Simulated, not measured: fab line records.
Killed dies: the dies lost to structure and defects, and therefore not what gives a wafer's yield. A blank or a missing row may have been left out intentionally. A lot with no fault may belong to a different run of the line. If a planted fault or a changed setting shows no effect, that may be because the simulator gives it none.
Struck lot and sound lot, side by side | flow n5 finfet | 22 steps out of a route of 1938
Sound: wafers L987.1, L987.3, L987.6. The struck wafers were L985.1, L985.2, L985.3. The cause is given at the end.
Per side, at each step with rows, come the tool, then ch with its chambers, and then its first start. Under that, the readings that differ: sound wafers | struck wafers | difference of the means | sigmas: that difference in standard deviations of wafers without a fault.
alike: a reading whose means differ by less than 2 such deviations, as well as words and numbers matching on both sides. not compared: withheld readings; readings where some wafer has no value; bounds like >300 that might hide an equal value; numbers whose values overlap and for which the record gives no deviation.
The two part at a step that has a row with sigmas, a row that says differs or no value, or rows on one side only. Non-overlapping numbers with no deviation appear without sigmas and do not part them. A reading missing from all wafers of one side parts the sides only when that side holds two or more wafers.

first, 7 steps without rows for these wafers: N5_BEOL_M1_COAT_73 (time 60 s, resist thk 5 nm); N5_BEOL_M1_COAT_05 (resist thk 30 nm); N5_BEOL_M1_EBR_07; N5_BEOL_M1_SOFTBAKE_06 (time 60 s); N5_BEOL_M1_EXPOSE_08 (exposes mask M1); N5_BEOL_M1_PEB_09 (peb time 60 s); N5_BEOL_M1_DEVELOP_10 (develop time 30 s).
N5_BEOL_M1_CD_MEAS_11 targets a cd of 17.05 nm.
  sound on cd sem-01 ch 0, day 7 21:23; struck on cd sem-01 ch 0, day 7 05:50
  alike: cd nm
N5_BEOL_M1_OVL_MEAS_12:
  sound on overlay-01 ch 0, day 7 21:25; struck on overlay-01 ch 0, day 7 05:52
  alike: M1_OVL
N5_BEOL_M1_INSPECT_13: inspects for defects (brightfield).
  sound on defect inspect-01, day 7 21:29; struck on defect inspect-01, day 7 05:55
  alike: raw defect count
N5_BEOL_M1_DESCUM_16: chemistry O2, time 7 s.
  sound on rie diel-01 ch 2,3, day 7 21:31; struck on rie diel-01 ch 1,2,3, day 7 05:57
  alike: drypump motor current A, oes product au, rf vpp V, showerhead plenum p Torr, throttle valve pct
  not compared: rf hours counter h
N5_BEOL_M1_ETCH_74: etches underlayer in N2/H2, target depth 6.5 nm, time 5.2 s.
  sound on rie diel-01 ch 2,3, day 7 21:33; struck on rie diel-01 ch 1,2,3, day 7 05:59
  alike: bias w, chamber pressure mTorr, drypump motor current A, etch rf on time s, oes product au, rf vpp V, showerhead plenum p Torr, throttle valve pct
  not compared: rf hours counter h
N5_BEOL_M1_ETCH_63: etches SiARC in CF4, target depth 15.6 nm, time 26 s.
  sound on rie diel-01 ch 2,3, day 7 21:34; struck on rie diel-01 ch 1,2,3, day 7 06:01
  no value came back on the struck wafers for any of 8 readings (bias w (W), cf4 flow sccm (sccm) and others); on the sound wafers bias w (W) reads 35.86 35.92 35.99
  reading                                      | sound          | struck         | difference | sigmas
  model.CAR-EUV_of_BEOL_M1_COAT_05.thk nm (nm) | 11.2 11.2 11.2 | 20.2 20.2 20.2 | +9.0       |
  not compared: rf hours counter h
N5_BEOL_M1_ETCH_64: etches SOC in N2/H2, target depth 75 nm, overetch 15 nm, time 112.5 s.
  sound on rie diel-01 ch 2,3, day 7 21:35; struck on rie diel-01 ch 1,2,3, day 7 06:02
  reading               | sound          | struck         | difference | sigmas
  oes product au (a.u.) | 0.57 0.72 0.73 | 0.34 0.27 0.29 | -0.37      | -6
  alike: bias w, chamber pressure mTorr, drypump motor current A, rf vpp V, showerhead plenum p Torr, throttle valve pct
  not compared: rf hours counter h
then, 2 steps without rows for these wafers: N5_BEOL_M1_STRIP_65 (strips in N2/H2); N5_BEOL_M1_STRIP_75 (strips in N2/H2).
N5_BEOL_M1_STRIP_66: strips in CF4.
  sound on rie diel-01 ch 2,3, day 7 21:43; struck on rie diel-01 ch 1,2,3, day 7 06:10
  alike: drypump motor current A, oes product au, power w, rf vpp V, showerhead plenum p Torr, throttle valve pct
  not compared: rf hours counter h
N5_BEOL_M1_HM_OPEN_17: chemistry Cl2/BCl3, target TiN, target depth 20 nm, overetch 6 nm.
  sound on rie metal-03 ch 0,1, day 7 21:46; struck on rie metal-02 ch 0,1, day 7 06:12
  reading                | sound             | struck            | difference | sigmas
  oes product au (a.u.)  | 0.53 0.75 0.75    | 0.27 0.31 0.31    | -0.38      | -6
  throttle valve pct (%) | 22.41 21.89 21.87 | 22.75 22.54 22.54 | +0.55      | +3
  alike: drypump motor current A, oes_ar_750_au
  not compared: rf hours counter h
N5_BEOL_M1_STRIP_19: strips in O2.
  sound on rie diel-06 ch 0,1,2, day 7 21:52; struck on rie diel-06 ch 0,1,2, day 7 06:19
  alike: drypump motor current A, oes product au, rf vpp V, showerhead plenum p Torr, throttle valve pct
  not compared: rf hours counter h
N5_BEOL_M1_CD_MEAS_18: pitch 36 nm, target cd 18 nm.
  sound on cd sem-02, day 7 21:56; struck on cd sem-01, day 7 06:23
  reading    | sound          | struck | difference                    | sigmas
  cd nm (nm) | 18.3 18.2 18.2 | - - -  | no value on the struck wafers |
then, 1 step without rows for these wafers: N5_BEOL_M1_COAT_67 (time 60 s, resist thk 60 nm).
N5_BEOL_M4_RC_MEAS_101:
  the record has rows for the sound wafers here (prober-02 ch 0, day 10 21:14) and none for the struck ones

== WHERE THEY PART ==
Last at N5_BEOL_M4_RC_MEAS_101 as far as this record goes, first at N5_BEOL_M1_ETCH_63.

WHY: what the simulator had put in
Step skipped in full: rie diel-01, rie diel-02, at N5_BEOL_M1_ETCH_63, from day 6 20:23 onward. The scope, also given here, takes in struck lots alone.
